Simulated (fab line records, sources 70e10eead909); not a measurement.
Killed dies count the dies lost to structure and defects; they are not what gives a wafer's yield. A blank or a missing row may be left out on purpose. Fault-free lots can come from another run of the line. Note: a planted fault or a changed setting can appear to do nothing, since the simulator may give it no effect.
fab line records	flow nand_harc	part 1 of 2: steps 1 to 23 of 34
record lots=5	wafers=15	last_day=33
route steps=1302 shown A_STAIRCASE@818
lots that met no fault: taken from a fault-free run of the same line
start_h: the number of hours between the record's first day and the start of the first shown wafer of the lot	wait_h: how many hours have passed since the lot's step before this one	" repeats the value in the row above	L1.1+2: one row covering several wafers at once	- no value, or no start was given	* or withheld: withheld	< > ~ a bound
route shown NAME@n: a module of which the file shows steps, and the number in the route of the first	usual: mean and standard deviation over wafers with no fault	same: alike in all rows	chamber/n: place in a boat	sites: per-site readings	_std_site: standard deviation of those values	_edge_site: the outer-site mean with the inner-site mean subtracted	radius_mm: for every site, how far away it sits from the centre of the wafer	mask NAME#n: copy n	behind: tool/chamber where the wafer was last shaped	hold: why the lot went on hold/how many hours it stayed there/how the hold came to an end	device: the n, p or np transistor that did not switch	end of line: the tests these same wafers got at the end of their route	a step without rows: its recipe alone	killed: the dies lost at the first sort to structure and to defects; this is not the yield of the wafer	map: dies across one wafer; x = killed, . = not, _ = none there
set.NAME: the setting that was run; set.NAME@STEP: the one run at that earlier step	model.NAME: the simulator's own value behind a step, which no gauge read
lots seen at some steps along the route; tables by step, rows by wafer
services: when a tool's chamber went out of use (start_h, in hours from the record's first day, below 0 if earlier), for how many hours, and the reason
## steps
# step NHARC_A_STAIRCASE_HM_DEP_462
# recipe target_thk_a=8000	temp_c=400	material=aC
# usual throttle_valve_pct=35.000/0.0093
lot.wafer	tool	chamber	start_h	wait_h	throttle_valve_pct
L075.2	acl_dep-03	0	383.49	0.4	35.000
L075.3	"	0	"	"	35.005
L075.4	"	0	"	"	35.000
L086.2	acl_dep-01	0	499.69	1.6	34.994
L086.3	"	0	"	"	34.997
L086.5	"	0	"	"	34.998
L090.2	acl_dep-01	0	551.88	0.4	34.990
L090.4	"	0	"	"	34.982
L090.5	"	0	"	"	34.988
L096.2	acl_dep-02	0	599.32	3.9	35.013
L096.3	"	0	"	"	35.008
L096.4	"	0	"	"	35.007
L097.2	acl_dep-01	0	610.72	4.6	34.988
L097.3	"	0	"	"	34.998
L097.6	"	0	"	"	34.999
# step NHARC_A_STAIRCASE_DEP_301
# recipe target_thk_a=300	target_thk_nm=30	temp_c=400	pressure_torr=3.5	flow_sccm=200	rf_w=350	material=SiON
# usual heater_power_w=712/140
lot.wafer	tool	chamber	start_h	wait_h	heater_power_w
L075.3	pecvd-03	2	385.04	0.9	897
L075.2	"	1	"	"	688
L075.4	"	2	"	"	873
L086.2	pecvd-03	1	501.31	1.3	646
L086.3	"	2	"	"	870
L086.5	"	2	"	"	895
L090.2	pecvd-01	0	553.44	1.2	841
L090.4	"	1	"	"	817
L090.5	"	2	"	"	531
L096.3	pecvd-01	0	600.97	1.0	927
L096.2	"	1	"	"	702
L096.4	"	0	"	"	930
L097.3	pecvd-02	1	612.30	1.0	908
L097.2	"	2	"	"	788
L097.6	"	2	"	"	786
# step NHARC_A_STAIRCASE_DEHYDRATE_302
# recipe temp_c=150	time_s=120
lot.wafer	tool	chamber	start_h	wait_h
L075.2+3+4	litho_track-07	0	385.32	0.2
L086.2+3+5	litho_track-05	0	501.55	0.2
L090.2+4+5	litho_track-05	0	553.71	0.2
L096.2+3+4	litho_track-05	0	601.24	0.2
L097.2+3+6	litho_track-05	0	612.54	0.2
# step NHARC_A_STAIRCASE_HMDS_303
# recipe time_s=30
lot.wafer	tool	chamber	start_h	wait_h
L075.2+3+4	litho_track-07	0	-	-
L086.2+3+5	litho_track-05	0	-	-
L090.2+4+5	litho_track-05	0	-	-
L096.2+3+4	litho_track-05	0	-	-
L097.2+3+6	litho_track-05	0	-	-
# step NHARC_A_STAIRCASE_COAT_304
# recipe spin_rpm=1200
lot.wafer	tool	chamber	start_h	wait_h
L075.2+3+4	litho_track-07	0	-	-
L086.2+3+5	litho_track-05	0	-	-
L090.2+4+5	litho_track-05	0	-	-
L096.2+3+4	litho_track-05	0	-	-
L097.2+3+6	litho_track-05	0	-	-
# step NHARC_A_STAIRCASE_SOFTBAKE_305
# recipe temp_c=135	time_s=170
lot.wafer	tool	chamber	start_h	wait_h
L075.2+3+4	litho_track-07	0	-	-
L086.2+3+5	litho_track-05	0	-	-
L090.2+4+5	litho_track-05	0	-	-
L096.2+3+4	litho_track-05	0	-	-
L097.2+3+6	litho_track-05	0	-	-
# step NHARC_A_STAIRCASE_EBR_306
lot.wafer	tool	chamber	start_h	wait_h
L075.2+3+4	litho_track-07	0	-	-
L086.2+3+5	litho_track-05	0	-	-
L090.2+4+5	litho_track-05	0	-	-
L096.2+3+4	litho_track-05	0	-	-
L097.2+3+6	litho_track-05	0	-	-
# step NHARC_A_STAIRCASE_EXPOSE_307
# recipe na=0.5	dose_mj=45.72	mask_id=CHOP_50
# usual stage_vel_mm_s=500.01/0.23
lot.wafer	tool	chamber	start_h	wait_h	mask	stage_vel_mm_s
L075.2	krf_scanner-04	0	385.66	-	CHOP_50#0	500.18
L075.3	"	0	"	"	CHOP_50#0	500.11
L075.4	"	0	"	"	CHOP_50#0	499.93
L086.2	krf_scanner-04	0	501.89	-	CHOP_50#0	500.15
L086.3	"	0	"	"	CHOP_50#0	499.91
L086.5	"	0	"	"	CHOP_50#0	500.38
L090.2	krf_scanner-02	0	554.05	-	CHOP_50#0	499.76
L090.4	"	0	"	"	CHOP_50#0	500.05
L090.5	"	0	"	"	CHOP_50#0	500.05
L096.2	krf_scanner-04	0	601.58	-	CHOP_50#0	500.07
L096.3	"	0	"	"	CHOP_50#0	499.91
L096.4	"	0	"	"	CHOP_50#0	499.83
L097.2	krf_scanner-03	0	612.88	-	CHOP_50#0	499.95
L097.3	"	0	"	"	CHOP_50#0	499.88
L097.6	"	0	"	"	CHOP_50#0	500.02
# step NHARC_A_STAIRCASE_PEB_308
# recipe peb_temp_c=115	peb_time_s=130
lot.wafer	tool	chamber	start_h	wait_h
L075.2+3+4	litho_track-05	0	385.72	0.1
L086.2+3+5	litho_track-07	0	501.95	0.1
L090.2+4+5	litho_track-05	0	554.11	0.1
L096.2+3+4	litho_track-02	0	601.64	0.1
L097.2+3+6	litho_track-07	0	612.94	0.1
# step NHARC_A_STAIRCASE_DEVELOP_309
# recipe time_s=140
lot.wafer	tool	chamber	start_h	wait_h
L075.2+3+4	litho_track-05	0	-	-
L086.2+3+5	litho_track-07	0	-	-
L090.2+4+5	litho_track-05	0	-	-
L096.2+3+4	litho_track-02	0	-	-
L097.2+3+6	litho_track-07	0	-	-
# step NHARC_A_STAIRCASE_HARDBAKE_311
# recipe temp_c=120	time_s=140
lot.wafer	tool	chamber	start_h	wait_h
L075.2+3+4	litho_track-05	0	385.94	-
L086.2+3+5	litho_track-05	0	502.17	-
L090.2+4+5	litho_track-02	0	554.33	-
L096.2+3+4	litho_track-02	0	601.86	-
L097.2+3+6	litho_track-07	0	613.16	-
# step NHARC_A_STAIRCASE_DESCUM_312
# recipe time_s=3	o2_flow_sccm=200	ar_flow_sccm=0	bias_power_w=0	chemistry=O2
# usual chamber_pressure_mTorr=60.01/0.055	drypump_motor_current_A=5.9/0.45	oes_product_au=1.000/0.011	rf_vpp_V=57.7/0.83	showerhead_plenum_p_Torr=1.88/0.088	throttle_valve_pct=11.310/0.01
lot.wafer	tool	chamber	start_h	wait_h	chamber_pressure_mTorr	drypump_motor_current_A	oes_product_au	rf_hours_counter_h	rf_vpp_V	showerhead_plenum_p_Torr	throttle_valve_pct
L075.2	rie_diel-11	3	386.02	-	60.02	5.3	0.979	40	57.1	2.06	11.311
L075.4	"	0	"	"	60.03	6.3	0.995	45	56.4	1.89	11.318
L075.3	"	1	"	"	59.95	5.8	0.992	45	57.4	1.85	11.330
L086.2	rie_diel-05	1	502.27	-	60.09	5.3	1.001	23	57.2	1.82	11.314
L086.3	"	2	"	"	60.03	6.2	1.014	28	58.0	1.94	11.306
L086.5	"	0	"	"	59.96	6.7	1.016	-	58.8	1.79	11.301
L090.4	rie_diel-11	1	554.45	-	59.99	5.8	0.994	37	58.1	1.84	11.317
L090.2	"	0	"	"	59.98	6.3	0.991	41	58.5	1.87	11.285
L090.5	"	2	"	"	59.99	5.5	1.015	-	56.5	1.77	11.308
L096.2	rie_diel-11	2	602.02	-	59.95	5.5	1.010	53	58.7	1.77	11.308
L096.3	"	3	"	"	60.05	5.4	0.997	58	58.6	2.04	11.303
L096.4	"	0	"	"	59.96	6.3	0.992	57	58.6	1.86	11.325
L097.2	rie_diel-04	0	613.27	-	60.03	6.6	1.019	25	57.6	1.92	11.299
L097.3	"	1	"	"	59.95	5.7	0.997	22	57.6	1.91	11.312
L097.6	"	3	"	"	59.93	5.6	0.990	-	59.3	2.07	11.294
# step NHARC_A_STAIRCASE_ETCH_313
# recipe cf4_flow_sccm=100	chf3_flow_sccm=30	ar_flow_sccm=0	rf_w=500	bias_w=200	chemistry=CF4/CHF3
# usual bias_w=199.9/0.61	chamber_pressure_mTorr=25.001/0.025	drypump_motor_current_A=5.9/0.47	oes_product_au=0.928/0.014	rf_vpp_V=369.5/2.3	showerhead_plenum_p_Torr=1.54/0.066	throttle_valve_pct=16.803/0.0094
lot.wafer	tool	chamber	start_h	wait_h	bias_w	chamber_pressure_mTorr	drypump_motor_current_A	oes_product_au	rf_hours_counter_h	rf_vpp_V	showerhead_plenum_p_Torr	throttle_valve_pct
L075.3	rie_diel-11	1	386.17	0.1	200.6	24.994	5.8	0.943	45	370.7	1.53	16.816
L075.4	"	2	"	"	200.3	25.001	5.5	0.962	43	368.3	1.48	16.796
L075.2	"	3	"	"	199.4	24.986	5.4	0.949	40	374.7	1.69	16.804
L086.2	rie_diel-05	2	502.35	0.1	198.9	24.958	6.2	0.944	28	371.6	1.59	16.805
L086.3	"	3	"	"	199.7	25.005	5.7	0.932	28	368.6	1.48	16.799
L086.5	"	2	"	"	199.7	24.941	6.2	0.948	-	372.5	1.59	16.809
L090.2	rie_diel-11	3	554.56	0.1	199.8	25.040	5.4	0.923	39	374.7	1.67	16.810
L090.4	"	2	"	"	199.6	24.989	5.5	0.933	36	367.1	1.47	16.824
L090.5	"	3	"	"	200.9	24.991	5.4	0.926	-	374.4	1.68	16.782
L096.2	rie_diel-11	2	602.10	0.1	201.1	24.996	5.5	0.935	53	365.7	1.46	16.801
L096.3	"	3	"	"	200.0	24.952	5.4	0.927	58	373.4	1.67	16.789
L096.4	"	0	"	"	198.6	24.976	6.2	0.917	57	368.8	1.53	16.799
L097.2	rie_diel-04	0	613.34	0.1	199.1	25.022	6.6	0.935	25	371.4	1.58	16.785
L097.3	"	3	"	"	199.7	25.020	5.6	0.916	26	374.0	1.69	16.798
L097.6	"	1	"	"	199.5	25.010	5.6	0.914	-	370.6	1.57	16.820
# step NHARC_A_STAIRCASE_HM_OPEN_463
# recipe o2_flow_sccm=400	cos_flow_sccm=20	ar_flow_sccm=0	rf_w=500	bias_w=300	chemistry=O2/COS
# usual bias_w=299.9/0.9	chamber_pressure_mTorr=20.001/0.018	drypump_motor_current_A=5.9/0.47	oes_product_au=0.999/0.011	rf_vpp_V=465.8/2.8	showerhead_plenum_p_Torr=3.06/0.13	throttle_valve_pct=28.330/0.0087
lot.wafer	tool	chamber	start_h	wait_h	bias_w	chamber_pressure_mTorr	drypump_motor_current_A	oes_product_au	rf_hours_counter_h	rf_vpp_V	showerhead_plenum_p_Torr	throttle_valve_pct
L075.2	rie_diel-11	1	-	-	300.3	19.971	5.8	0.986	45	465.7	3.03	28.323
L075.4	"	2	"	"	301.0	20.001	5.5	1.000	43	462.9	2.93	28.331
L075.3	"	0	"	"	299.9	19.994	6.3	0.996	46	466.4	3.08	28.338
L086.2	rie_diel-05	1	-	-	298.6	20.003	5.3	0.981	23	463.5	2.98	28.332
L086.3	"	2	"	"	299.5	19.972	6.2	1.011	28	468.7	3.16	28.329
L086.5	"	2	"	"	299.3	19.994	6.2	1.009	-	466.9	3.16	28.312
L090.4	rie_diel-11	0	-	-	300.5	20.010	6.3	0.990	41	465.8	3.05	28.332
L090.2	"	2	"	"	299.8	20.028	5.5	1.017	36	461.8	2.91	28.328
L090.5	"	0	"	"	300.1	19.973	6.3	0.995	-	467.2	3.05	28.326
L096.3	rie_diel-11	3	-	-	300.6	19.994	5.4	0.995	58	471.3	3.31	28.333
L096.4	"	1	"	"	300.3	20.014	5.8	0.978	54	462.7	3.00	28.340
L096.2	"	2	"	"	298.5	20.002	5.5	0.997	53	461.4	2.90	28.328
L097.3	rie_diel-04	2	-	-	298.9	19.991	5.6	1.002	23	466.2	3.02	28.309
L097.2	"	0	"	"	299.9	19.957	6.6	1.013	26	467.6	3.14	28.332
L097.6	"	2	"	"	298.1	19.987	5.6	0.990	-	465.7	3.02	28.329
# step NHARC_A_STAIRCASE_STRIP_464
# recipe o2_flow_sccm=400	cos_flow_sccm=20	ar_flow_sccm=0	bias_w=0	chemistry=O2/COS
lot.wafer	tool	chamber	start_h	wait_h
L075.2+3+4	rie_diel-11	1,3,0	-	-
L086.3+2+5	rie_diel-05	2,0,3	-	-
L090.4+2+5	rie_diel-11	0,2,3	-	-
L096.2+4+3	rie_diel-11	0,1,3	-	-
L097.2+3+6	rie_diel-04	2,3,1	-	-
# step NHARC_A_STAIRCASE_ETCH_453
# recipe target_depth_a=300	overetch_a=30	time_s=16.5	ion_energy_ev=100	cf4_flow_sccm=80	o2_flow_sccm=20	ar_flow_sccm=0	rf_w=300	bias_w=100	chemistry=CF4/O2
# usual bias_w=100.00/0.29	chamber_pressure_mTorr=30.000/0.027	drypump_motor_current_A=5.9/0.47	oes_product_au=0.998/0.012	rf_vpp_V=197.1/1.4	showerhead_plenum_p_Torr=1.30/0.056	throttle_valve_pct=13.397/0.0084
lot.wafer	tool	chamber	start_h	wait_h	bias_w	chamber_pressure_mTorr	drypump_motor_current_A	oes_product_au	rf_hours_counter_h	rf_vpp_V	showerhead_plenum_p_Torr	throttle_valve_pct
L075.3	rie_diel-11	2	-	-	100.08	29.971	5.5	0.996	43	195.9	1.25	13.400
L075.2	"	0	"	"	100.58	29.937	6.2	1.003	46	197.0	1.32	13.392
L075.4	"	1	"	"	100.57	29.998	5.8	0.990	46	197.2	1.29	13.388
L086.2	rie_diel-05	0	-	-	100.33	30.016	6.7	1.018	26	195.9	1.25	13.390
L086.3	"	2	"	"	99.59	30.046	6.2	1.005	28	198.8	1.35	13.403
L086.5	"	1	"	"	99.91	29.971	5.3	1.001	-	196.9	1.27	13.389
L090.2	rie_diel-11	2	-	-	100.17	29.984	5.5	1.016	36	196.3	1.24	13.400
L090.4	"	3	"	"	99.66	29.997	5.3	0.990	40	198.2	1.42	13.401
L090.5	"	0	"	"	99.49	29.994	6.3	0.977	-	197.3	1.30	13.389
L096.3	rie_diel-11	0	-	-	99.69	30.012	6.3	0.996	58	197.1	1.30	13.401
L096.4	"	2	"	"	100.14	29.995	5.5	1.018	54	194.7	1.24	13.401
L096.2	"	3	"	"	99.96	29.982	5.4	1.014	58	200.6	1.42	13.384
L097.3	rie_diel-04	0	-	-	100.67	30.036	6.6	1.018	26	197.5	1.34	13.400
L097.2	"	2	"	"	100.04	29.970	5.6	0.998	23	197.8	1.29	13.386
L097.6	"	0	"	"	99.77	29.987	6.6	1.014	-	197.6	1.34	13.401
# step NHARC_A_STAIRCASE_ETCH_315
# recipe target_depth_a=25000	time_s=607.1	ion_energy_ev=800	c4f8_flow_sccm=80	o2_flow_sccm=60	ar_flow_sccm=withheld	rf_w=600	bias_w=3000	chemistry=C4F8/O2/Ar
# usual bias_w=2999/8.9	chamber_pressure_mTorr=24.998/0.025	oes_product_au=0.929/0.011	rf_vpp_V=1821/11
lot.wafer	tool	chamber	start_h	wait_h	bias_w	chamber_pressure_mTorr	oes_product_au	rf_hours_counter_h	rf_vpp_V
L075.2	rie_diel-11	0	-	-	2992	25.043	0.935	46	1824
L075.3	"	1	"	"	2994	25.052	0.917	46	1820
L075.4	"	2	"	"	2995	25.007	0.933	43	1810
L086.2	rie_diel-05	1	-	-	3003	24.990	0.927	23	1814
L086.3	"	2	"	"	3006	25.019	0.937	28	1830
L086.5	"	3	"	"	3012	24.984	0.924	-	1812
L090.4	rie_diel-11	0	-	-	2990	25.001	0.921	41	1822
L090.2	"	2	"	"	2997	25.008	0.934	36	1810
L090.5	"	0	"	"	2992	24.990	0.911	-	1820
L096.3	rie_diel-11	3	-	-	2988	25.036	0.932	58	1843
L096.2	"	0	"	"	3005	24.989	0.918	58	1822
L096.4	"	1	"	"	3001	24.982	0.920	54	1817
L097.3	rie_diel-04	0	-	-	2992	25.029	0.954	26	1827
L097.2	"	1	"	"	2999	25.015	0.927	23	1826
L097.6	"	0	"	"	2996	25.001	0.947	-	1830
# step NHARC_A_STAIRCASE_STRIP_316
# recipe o2_flow_sccm=500	ar_flow_sccm=0	bias_w=0	chemistry=O2
# usual chamber_pressure_mTorr=59.99/0.051	drypump_motor_current_A=5.9/0.46	oes_product_au=0.998/0.011	rf_vpp_V=57.8/0.91	showerhead_plenum_p_Torr=3.46/0.15	throttle_valve_pct=17.037/0.0086
# same bias_w=0
lot.wafer	tool	chamber	start_h	wait_h	chamber_pressure_mTorr	drypump_motor_current_A	oes_product_au	rf_hours_counter_h	rf_vpp_V	showerhead_plenum_p_Torr	throttle_valve_pct
L075.3	rie_diel-11	0	-	-	60.03	6.3	1.011	46	57.8	3.48	17.036
L075.2	"	1	"	"	59.92	5.8	0.988	46	58.4	3.43	17.035
L075.4	"	2	"	"	59.95	5.5	1.008	43	57.0	3.32	17.042
L086.2	rie_diel-05	2	-	-	60.04	6.3	1.013	28	56.8	3.57	17.038
L086.3	"	0	"	"	60.04	6.7	1.010	26	56.4	3.31	17.033
L086.5	"	3	"	"	59.93	5.8	1.000	-	57.8	3.32	17.041
L090.2	rie_diel-11	3	-	-	59.93	5.4	0.989	40	57.6	3.75	17.040
L090.4	"	0	"	"	59.98	6.3	0.979	42	58.7	3.45	17.025
L090.5	"	2	"	"	60.04	5.5	1.006	-	58.5	3.29	17.041
L096.3	rie_diel-11	2	-	-	59.97	5.5	1.012	54	57.1	3.28	17.034
L096.4	"	3	"	"	60.01	5.4	1.005	58	59.1	3.74	17.051
L096.2	"	0	"	"	60.02	6.2	0.994	58	57.7	3.44	17.048
L097.3	rie_diel-04	2	-	-	59.84	5.6	0.995	23	58.3	3.42	17.045
L097.2	"	0	"	"	59.97	6.6	1.003	26	58.8	3.54	17.025
L097.6	"	1	"	"	60.00	5.7	1.016	-	56.8	3.52	17.026
# step NHARC_A_STAIRCASE_STRIP_317
# recipe time_s=900	temp_c=130	chemistry=SPM
lot.wafer	tool	chamber	start_h	wait_h
L075.3+2+4	wet_bench-02	5,6,0	387.50	-
L086.5+3+2	wet_bench-03	2,3,6	503.60	-
L090.2+4+5	wet_bench-06	1,3,5	556.01	-
L096.4+3+2	wet_bench-03	0,1,4	603.59	-
L097.6+2+3	wet_bench-06	7,1,2	614.72	-
# step NHARC_A_STAIRCASE_PRECLEAN_318
# recipe time_s=*	temp_c=50	bath_age_min=0	chemistry=SC1
lot.wafer	tool	chamber	start_h	wait_h
L075.3+2+4	wet_bench-02	5,6,0	-	-
L086.5+3+2	wet_bench-03	2,3,6	-	-
L090.2+4+5	wet_bench-06	1,3,5	-	-
L096.4+3+2	wet_bench-03	0,1,4	-	-
L097.6+2+3	wet_bench-06	7,1,2	-	-
# step NHARC_A_STAIRCASE_SRD_329
lot.wafer	tool	chamber	start_h	wait_h
L075.3+2+4	wet_bench-02	5,6,0	-	-
L086.5+3+2	wet_bench-03	2,3,6	-	-
L090.2+4+5	wet_bench-06	1,3,5	-	-
L096.4+3+2	wet_bench-03	0,1,4	-	-
L097.6+2+3	wet_bench-06	7,1,2	-	-
# step NHARC_A_STAIRCASE_ALD_415
# recipe target_thk_a=300	pulse_time_s=6	ald_cycles=300	temp_c=300	material=SiO2
# usual heater_power_w=457/35	precursor_pulse_height_rel=0.998/0.019
lot.wafer	tool	chamber	start_h	wait_h	heater_power_w	precursor_pulse_height_rel
L075.3	ald_hk-03	1	388.01	0.1	480	1.028
L075.4	"	2	"	"	476	0.995
L075.2	"	0	"	"	436	0.985
L086.2	ald_hk-02	0	504.12	0.1	488	0.993
L086.3	"	2	"	"	527	1.009
L086.5	"	1	"	"	442	1.003
L090.2	ald_hk-02	2	556.74	0.3	519	0.996
L090.4	"	3	"	"	392	1.010
L090.5	"	3	"	"	397	0.997
L096.3	ald_hk-03	0	604.11	0.1	446	0.977
L096.4	"	1	"	"	452	0.972
L096.2	"	2	"	"	484	0.995
L097.2	ald_hk-01	3	615.26	0.1	462	0.986
L097.3	"	2	"	"	452	0.970
L097.6	"	0	"	"	444	1.003
# step NHARC_A_STAIRCASE_ETCHBACK_416
# recipe target_depth_a=360	time_s=7.2	c4f8_flow_sccm=withheld	o2_flow_sccm=8	ar_flow_sccm=withheld	rf_w=600	bias_w=800	chemistry=C4F8/O2/Ar
# usual bias_w=799.7/2.3	chamber_pressure_mTorr=24.999/0.025	oes_product_au=0.933/0.022	rf_vpp_V=721/4.3
lot.wafer	tool	chamber	start_h	wait_h	bias_w	chamber_pressure_mTorr	oes_product_au	rf_hours_counter_h	rf_vpp_V
L075.4	rie_diel-04	0	-	-	801.1	24.975	0.930	7	725
L075.2	"	1	"	"	795.8	25.008	0.923	9	723
L075.3	"	2	"	"	802.4	25.000	0.918	9	720
L086.3	rie_diel-11	1	-	-	801.6	25.037	0.916	16	720
L086.2	"	2	"	"	799.5	24.977	0.942	15	716
L086.5	"	0	"	"	797.1	24.964	0.923	-	720
L090.4	rie_diel-11	3	-	-	803.3	25.011	0.927	40	730
L090.2	"	0	"	"	797.8	24.972	0.929	42	721
L090.5	"	3	"	"	802.0	24.982	0.931	-	729
L096.2	rie_diel-05	1	-	-	798.4	24.991	1.006	4	718
L096.3	"	3	"	"	798.3	24.983	0.995	4	716
L096.4	"	0	"	"	801.9	25.046	1.004	3	715
L097.3	rie_diel-05	1	-	-	803.5	24.969	0.939	7	718
L097.2	"	2	"	"	802.8	25.004	0.947	8	724
L097.6	"	2	"	"	801.6	24.976	0.954	-	724
